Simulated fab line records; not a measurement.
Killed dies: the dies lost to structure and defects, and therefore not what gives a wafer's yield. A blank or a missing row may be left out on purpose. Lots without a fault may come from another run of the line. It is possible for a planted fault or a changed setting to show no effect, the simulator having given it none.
Split-lot experiment -- flow n5-finfet -- route with 1938 steps; 7 lots, 21 wafers read

THE SPLIT
At N5_BEOL_M6_ETCH_66 (etches SOC in N2/H2, target depth 80 nm, overetch 16 nm, time 120 s), the setting source-w was moved away from the recipe's 840 W on 7 of the 21 wafers read, by -15.7% to +14.6%. All remaining wafers had this setting at the recipe value.

The reading is taken at the split's own step.

THE READING
rf-vpp-V, in V, at N5_BEOL_M6_ETCH_66 (etches SOC in N2/H2, target depth 80 nm, overetch 16 nm, time 120 s). On this fab line, fault-free wafers typically give 523.0 V with a standard deviation of 2.1 V.

wafer,"tool, chamber at the split","source-w as run, W",against the recipe,"rf-vpp-V, V",against lot-mates on the recipe
L074.3,"rie-diel-03, 0",840,recipe,527.0,-
L074.4,"rie-diel-03, 1",840,recipe,521.6,-
L074.6,"rie-diel-03, 2",767.7,-8.6%,540.3,+16.0
L082.3,"rie-diel-03, 2",840,recipe,524.6,-
L082.4,"rie-diel-03, 1",840,recipe,521.9,-
L082.5,"rie-diel-03, 2",840,recipe,524.4,-
L084.2,"rie-diel-06, 0",840,recipe,521.2,-
L084.5,"rie-diel-06, 0",840,recipe,522.1,-
L084.6,"rie-diel-06, 3",840,recipe,520.5,-
L087.2,"rie-diel-03, 2",840,recipe,526.0,-
L087.3,"rie-diel-03, 1",708.4,-15.7%,551.0,+25.0
L087.4,"rie-diel-03, 0",708.4,-15.7%,556.3,+30.3
L089.3,"rie-diel-06, 1",840,recipe,525.0,-
L089.4,"rie-diel-06, 0",840,recipe,522.6,-
L089.6,"rie-diel-06, 2",840,recipe,524.5,-
L096.1,"rie-diel-02, 1",963,+14.6%,496.6,no lot-mate on the recipe
L096.2,"rie-diel-02, 2",963,+14.6%,499.2,no lot-mate on the recipe
L096.6,"rie-diel-02, 1",963,+14.6%,497.7,no lot-mate on the recipe
L097.4,"rie-diel-03, 1",840,recipe,519.9,-
L097.5,"rie-diel-03, 1",947.9,+12.8%,499.5,-23.8
L097.6,"rie-diel-03, 0",840,recipe,526.8,-

FIT RESULTS
A straight line over all 21 wafers: rf-vpp-V changes by -1.84 V for each +1% of source-w; r = -0.99; the points scatter about the line by 2.2 V.
The same after taking each lot's own level away (the mean of its wafers on the recipe; 18 wafers): -1.8 V for each +1%; r = -0.99; scatter 2 V.
That fit puts the effect of the largest move of source-w on the reading at 28 V.
From 521.27 to 526.00 V: that is the span of the lots' own levels, equal to 2.3 times the standard deviation above.
The two slopes agree, so the slope changes little with the lot-to-lot level.
Check: for one of the wafers moved furthest among these (-15.7%), held out of the fit, the line's prediction against its lot-mates is +29.7 V. It came out at +25 V against them.
Tool readings at the split's step, against how far the setting was moved: rf-vpp-V r = -0.99.

FURTHER SPLITS ON THESE WAFERS
Other splits were also applied to these wafers ahead of the reading. Each is held against what the fit with the lots' levels taken away leaves over:
other split on the same wafers,wafers away from the commonest value,r with rf-vpp-V (lot level and that fit taken away)
N5_MOL_CONTACT_COAG_EXPOSE_05 dose-mj,8,+0.25
N5_BEOL_M0_SAQP_ETCH_107 bias-w,8,+0.05
N5_BEOL_M1_ETCH_77 source-w,8,+0.31
N5_BEOL_M1_TRENCH_ETCH_37 source-w,7,-0.15
N5_BEOL_M2_COAT_22 spin-rpm,8,-0.06
N5_BEOL_M4_PECVD_72 time-s,7,+0.04
N5_BEOL_M4_COAT_62 spin-rpm,7,+0.11

THE FILE'S OWN FIT
rf-vpp-V changes by -1.81 V for each +1% of source-w, r = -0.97.
